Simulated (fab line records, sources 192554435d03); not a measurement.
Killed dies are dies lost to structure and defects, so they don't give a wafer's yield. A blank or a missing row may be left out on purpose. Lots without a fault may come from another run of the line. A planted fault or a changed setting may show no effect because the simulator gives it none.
Problem report in the 8D (eight disciplines) form, filled by code | flow n5_finfet | the parts of the form that need people (team, actions taken, sign-off) are left out

1. THE PROBLEM
exposure_dose_mJ_cm2 at N5_PASSIVATION_EXPOSE_07 reads a mean of 23.306 on 6 wafers of 2 lots; wafers without a fault read 22.754 with a standard deviation of 0.021. That is +26 standard deviations from the usual mean.
The step: exposes mask TV, defocus 0 nm, target cd 3000 nm.
First seen on wafer L402.1, day 16 04:11, on krf_scanner-01. The record holds 31 wafers of 11 lots with a number at this step. Rule for "out", or "out of limits": more than 4 standard deviations from the usual mean. The other wafers with a number count as sound.

2. WHAT IT IS AND WHAT IT IS NOT
question                    | is                     | is not
which readings at this step | exposure_dose_mJ_cm2   | -
which lots                  | L402, L403             | L387, L389, L392, L393, L394, L396, L404, L405, L406
which wafers of those lots  | all that have a number | -
read on which tools         | krf_scanner-01         | krf_scanner-02
when                        | from day 16 04:11      | up to then (16 sound wafers); but 9 sound wafers of L404, L405, L406 came after

3. SUSPECTS, AND WHAT RULES EACH OUT
Counting: a tool at a process step up to the reading stays a suspect if it ran every lot that is out and no sound lot after the first of them.
- krf_scanner-01 at N5_PASSIVATION_EXPOSE_07 (exposes mask TV, defocus 0 nm, target cd 3000 nm): kept. It ran every lot that is out, first L402 (day 16 04:11), and no sound lot after that; its last sound lot up to then is L394 (day 13 21:01). Its own readings are out on those wafers: exposure_dose_mJ_cm2.
Left after counting: krf_scanner-01 at N5_PASSIVATION_EXPOSE_07.

4. THE CAUSE (what the simulator had put in)
Process parameter drift: krf_scanner-01, from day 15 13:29 on, at N5_PASSIVATION_EXPOSE_07. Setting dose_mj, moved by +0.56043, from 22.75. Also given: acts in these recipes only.
Counting left only this tool.

5. THE CHAIN OF EFFECTS, in route order
Each row: a reading whose mean over the struck wafers that have a number lies more than 3 standard deviations from the usual. Only readings for which the record gives a usual standard deviation are gone through. hours: the time from each lot's start at the first step in this table that gives one to its start at this step, as a median over the lots. sigmas: the change in usual standard deviations.
hours | step                     | reading              | usual  | on struck wafers | change | sigmas
0     | N5_PASSIVATION_EXPOSE_07 | exposure_dose_mJ_cm2 | 22.754 | 23.306           | +0.552 | +26
The process steps in it:
- N5_PASSIVATION_EXPOSE_07: exposes mask TV, defocus 0 nm, target cd 3000 nm.
Later measuring or inspecting steps at which every struck wafer that the step has a row for has a number for every such reading, and none has moved that far: N5_PASSIVATION_INSPECT_61.

6. WHAT WOULD HAVE CAUGHT IT SOONER
In this record the first reading out of limits was taken at day 16 04:11, 15 hours after the fault began at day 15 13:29.
